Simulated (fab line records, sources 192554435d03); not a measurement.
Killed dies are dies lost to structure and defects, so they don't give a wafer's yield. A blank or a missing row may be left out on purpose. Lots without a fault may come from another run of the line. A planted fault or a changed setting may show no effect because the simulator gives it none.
A struck lot beside a sound one | flow n5_finfet | 39 steps out of a route of 1938
Sound: wafers L449.2, L449.4, L449.5. Struck: wafers L440.2, L440.3, L440.6. The cause comes at the end.
At each step with rows: each side's tool, then ch and its chambers, then its first start. Under that, the readings that differ: sound wafers | struck wafers | difference of the means | sigmas: that difference in standard deviations of wafers without a fault.
alike: readings whose means differ by less than 2 such deviations, and words and numbers that are the same on both sides. not compared: withheld readings, readings that some wafer has no value for, bounds like >300 that may hide the same value, and numbers for which the record gives no deviation and whose values overlap.
The two part at a step that has a row with sigmas, a row that says differs or no value, or rows on one side only. Numbers that don't overlap but have no deviation are shown without sigmas and don't part them. A reading that every wafer of one side lacks parts them only if that side has two wafers or more.

first, 9 steps without rows for these wafers: N5_SDB_CMP_30 (polishes, stops on poly-Si, t overpolish 1.54 s, target thk 30 nm); N5_DUMMY_REMOVAL_HM_STRIP_01 (strips SiNx in CH3F/O2, stops on poly-Si, target depth 4 nm, time 6.8 s); N5_DUMMY_REMOVAL_STRIP_10 (strips in N2/H2, time 40 s); N5_DUMMY_REMOVAL_PRECLEAN_07 (cleans in dHF, time 30 s); N5_DUMMY_REMOVAL_DUMMY_REMOVE_02 (chemistry TMAH, target poly-Si, stops on SiO2, target depth 142 nm, time 57 s, rinse time 30 s); N5_DUMMY_REMOVAL_PRECLEAN_08 (cleans in NF3:NH3, afs cycles 2, time 20 s, sublimation time 60 s); N5_DUMMY_REMOVAL_PRECLEAN_04 (cleans in DHF, time 37 s); N5_DUMMY_REMOVAL_SRD_05 (time 30 s); N5_HKMG_FIN_IL_REGROW_00 (material SiO2, chemistry O3, target thk 0.75 nm, time 30 s).
N5_HKMG_FIN_HK_ALD_01: deposits HfO2, target thk 1.6 nm, pulse time 3 s, purge time 3 s.
  sound on ald_hk-02 ch 0,3, day 9 16:57; struck on ald_hk-02 ch 0,1,2, day 7 08:53
  no value came back on the struck wafers for ald_cycles, co_reactant_pulse_time_s (s), precursor_pulse_height_rel; on the sound wafers ald_cycles reads 30 30 30
then, 26 steps without rows for these wafers: N5_HKMG_FIN_HK_ANNEAL_02 (time 30 s); N5_HKMG_FIN_ALD_74 (deposits La2O3, target thk 0.5 nm, pulse time 6 s, co reactant pulse time 1 s); N5_HKMG_FIN_ALD_75 (deposits Al2O3, target thk 1 nm, co reactant pulse time 1 s); N5_HKMG_FIN_COAT_41 (time 60 s, resist thk 300 nm); N5_HKMG_FIN_COAT_42 (time 60 s, resist thk 35 nm); N5_HKMG_FIN_COAT_43 (resist thk 90 nm); N5_HKMG_FIN_EBR_45; N5_HKMG_FIN_SOFTBAKE_44 (time 60 s); N5_HKMG_FIN_EXPOSE_46 (exposes mask NDIPOLE); N5_HKMG_FIN_PEB_47 (peb time 60 s); N5_HKMG_FIN_DEVELOP_48 (develop time 30 s); N5_HKMG_FIN_DESCUM_53 (chemistry O2, time 7.9 s); N5_HKMG_FIN_ETCH_54 (etches SiARC in CF4, target depth 45.5 nm, time 75.8 s); N5_HKMG_FIN_ETCH_55 (etches SOC in N2/H2, target depth 240 nm, time 300 s); N5_HKMG_FIN_STRIP_56 (strips in N2/H2); N5_HKMG_FIN_STRIP_57 (strips in CF4); N5_HKMG_FIN_ETCH_58 (etches SOC in N2/H2, target depth 215.8 nm, time 741 s); N5_HKMG_FIN_STRIP_93 (strips SOC in N2/H2, time 20 s); N5_HKMG_FIN_WET_ETCH_76 (etches Al2O3 in dNH4OH, stops on La2O3, target depth 2.25 nm, rinse time 30 s); N5_HKMG_FIN_STRIP_60 (strips in N2/H2, time 360 s); N5_HKMG_FIN_WET_ETCH_77 (etches La2O3 in dHCl, stops on HfO2, target depth 2 nm); N5_HKMG_FIN_WET_ETCH_78 (etches Al2O3 in dNH4OH, stops on La2O3, target depth 4.5 nm, rinse time 30 s); N5_HKMG_FIN_ALD_79 (deposits TiN, target thk 1.5 nm, pulse time 1 s, purge time 3 s); N5_HKMG_FIN_CVD_62 (deposits a-Si from Si2H6, target thk 3 nm, time 20.8 s); N5_HKMG_FIN_RTA_80 (time 2 s); N5_HKMG_FIN_PRECLEAN_64 (cleans in dHF, time 30 s).
N5_HKMG_FIN_THK_MEAS_70: measures by xrf.
  sound on film_metro-02, day 9 20:53; struck on film_metro-01, day 7 12:33
  reading     | sound             | struck               | difference | sigmas
  HK_THK (nm) | 1.619 1.608 1.574 | <0.001 <0.001 <0.001 | differs    |
N5_BEOL_M4_RC_MEAS_101:
  the record has rows for the sound wafers here (prober-02 ch 0, day 14 17:04) and none for the struck ones
-- the record jumps here: 9 days lie between the struck wafers' starts before and after (it left off in module BEOL_M4 and takes up again in module PASSIVATION, whose first step shown is number 1936 of the route) --
N5_PASSIVATION_PROBE_49:
  the record has rows for the struck wafers here (prober-01, day 16 04:55) and none for the sound ones

WHERE THEY PART
First at N5_HKMG_FIN_HK_ALD_01; last, within this record, at N5_PASSIVATION_PROBE_49.

WHY: what the simulator had put in
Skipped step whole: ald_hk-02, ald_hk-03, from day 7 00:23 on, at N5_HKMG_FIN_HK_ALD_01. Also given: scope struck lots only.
